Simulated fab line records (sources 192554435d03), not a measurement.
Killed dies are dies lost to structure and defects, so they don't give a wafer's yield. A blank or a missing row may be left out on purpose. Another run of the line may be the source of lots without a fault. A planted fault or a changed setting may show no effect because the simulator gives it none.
Lot-split experiment + flow n5-finfet + 21 wafers read from 7 lots, route of 1938 steps

## ON THE SPLIT
At N5_BEOL_M11_COAT_22 (resist thk 90 nm), the setting spin-rpm was moved away from the recipe's 1500 rpm on 5 of the 21 wafers read, by -7.3% to +5.5%. For the rest of the wafers, this setting stayed at what the recipe calls for.

## FROM THE SPLIT TO THE READING: what the file shows between them, 5 steps
- N5_BEOL_M11_EBR_24
- N5_BEOL_M11_SOFTBAKE_23: time 60 s
- N5_BEOL_M11_EXPOSE_25: exposes mask V10
- N5_BEOL_M11_PEB_26: peb time 60 s
- N5_BEOL_M11_DEVELOP_27: develop time 30 s

## THE READING
CAR-ArF_of_BEOL_M11_COAT_22.thk-nm (the simulator's own value, which no gauge read), in nm, at N5_BEOL_M11_DESCUM_33 (chemistry O2, time 7.9 s). The file gives no usual value for it. The 16 wafers here that ran the recipe average 83.4 nm, standard deviation 0.23 nm.

| wafer  | tool, chamber at the split | spin-rpm as run, rpm | against the recipe | CAR-ArF_of_BEOL_M11_COAT_22.thk-nm, nm | against lot-mates on the recipe |
|--------|----------------------------|----------------------|--------------------|----------------------------------------|---------------------------------|
| L074.3 | litho-track-02, 0          | 1500                 | recipe             | 83.6                                   | -                               |
| L074.5 | litho-track-02, 0          | 1500                 | recipe             | 83.6                                   | -                               |
| L074.6 | litho-track-02, 0          | 1500                 | recipe             | 83.2                                   | -                               |
| L075.2 | litho-track-05, 0          | 1500                 | recipe             | 83.2                                   | -                               |
| L075.4 | litho-track-05, 0          | 1390                 | -7.3%              | 86.6                                   | +3.5                            |
| L075.6 | litho-track-05, 0          | 1500                 | recipe             | 83                                     | -                               |
| L077.2 | litho-track-02, 0          | 1500                 | recipe             | 83.4                                   | -                               |
| L077.3 | litho-track-02, 0          | 1500                 | recipe             | 83.6                                   | -                               |
| L077.4 | litho-track-02, 0          | 1500                 | recipe             | 83.2                                   | -                               |
| L079.1 | litho-track-04, 0          | 1500                 | recipe             | 84                                     | -                               |
| L079.2 | litho-track-04, 0          | 1582                 | +5.5%              | 81.6                                   | -2.4                            |
| L079.6 | litho-track-04, 0          | 1582                 | +5.5%              | 81.2                                   | -2.8                            |
| L085.2 | litho-track-04, 0          | 1500                 | recipe             | 83.6                                   | -                               |
| L085.6 | litho-track-04, 0          | 1500                 | recipe             | 83.6                                   | -                               |
| L085.5 | litho-track-04, 0          | 1500                 | recipe             | 83.4                                   | -                               |
| L089.1 | litho-track-02, 0          | 1573                 | +4.9%              | 81.2                                   | -2.2                            |
| L089.3 | litho-track-02, 0          | 1500                 | recipe             | 83.4                                   | -                               |
| L089.6 | litho-track-02, 0          | 1573                 | +4.9%              | 81                                     | -2.4                            |
| L097.1 | litho-track-05, 0          | 1500                 | recipe             | 83.4                                   | -                               |
| L097.4 | litho-track-05, 0          | 1500                 | recipe             | 83.4                                   | -                               |
| L097.2 | litho-track-05, 0          | 1500                 | recipe             | 83.2                                   | -                               |

THE FIT
A straight line over all 21 wafers: CAR-ArF_of_BEOL_M11_COAT_22.thk-nm changes by -0.423 nm for each +1% of spin-rpm; r = -0.98; the points scatter about the line by 0.26 nm.
The same after taking each lot's own level away (the mean of its wafers on the recipe; 21 wafers): -0.475 nm for each +1%; r = -0.99; scatter 0.14 nm.
According to that fit, moving spin-rpm by its largest amount changes the reading by 3.5 nm.
From 83.10 to 84.00 nm: that is the span of the lots' own levels, equal to 3.9 times the standard deviation above.
So the lot-to-lot level changes the slope: the two fits differ.
Check: with one of the wafers moved furthest among these (-7.3%) left out of the fit, the line predicts +3.48 nm for it against its lot-mates. Against them it came out at +3.5 nm.

## THE OTHER SPLITS THESE WAFERS WENT THROUGH
Before the reading, these wafers also passed through other splits. Each is held against what the fit with the lots' levels taken away leaves over:
| other split on the same wafers      | wafers away from the commonest value | r with CAR-ArF_of_BEOL_M11_COAT_22.thk-nm (lot level and that fit taken away) |
|-------------------------------------|--------------------------------------|-------------------------------------------------------------------------------|
| N5_BEOL_M10_TRENCH_ETCH_37 source-w | 8                                    | +0.09                                                                         |

## THE WHOLE CHAIN: every reading that the file lists as answering this split, in the file's order
| step                   | what it does             | reading                                                                             | change (the file's fit)               | r (the file's) |
|------------------------|--------------------------|-------------------------------------------------------------------------------------|---------------------------------------|----------------|
| N5_BEOL_M11_COAT_22    | resist thk 90 nm         | CAR-ArF_of_BEOL_M11_COAT_22.thk-nm (the simulator's own value, which no gauge read) | -0.47 nm for each +1% of the setting  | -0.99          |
| N5_BEOL_M11_DEVELOP_27 | develop time 30 s        | CAR-ArF_of_BEOL_M11_COAT_22.thk-nm (the simulator's own value, which no gauge read) | -0.458 nm for each +1% of the setting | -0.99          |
| N5_BEOL_M11_DESCUM_33  | chemistry O2, time 7.9 s | CAR-ArF_of_BEOL_M11_COAT_22.thk-nm (the simulator's own value, which no gauge read) | -0.476 nm for each +1% of the setting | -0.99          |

## FILE'S OWN FIT
CAR-ArF_of_BEOL_M11_COAT_22.thk-nm changes by -0.476 nm for each +1% of spin-rpm, r = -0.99.
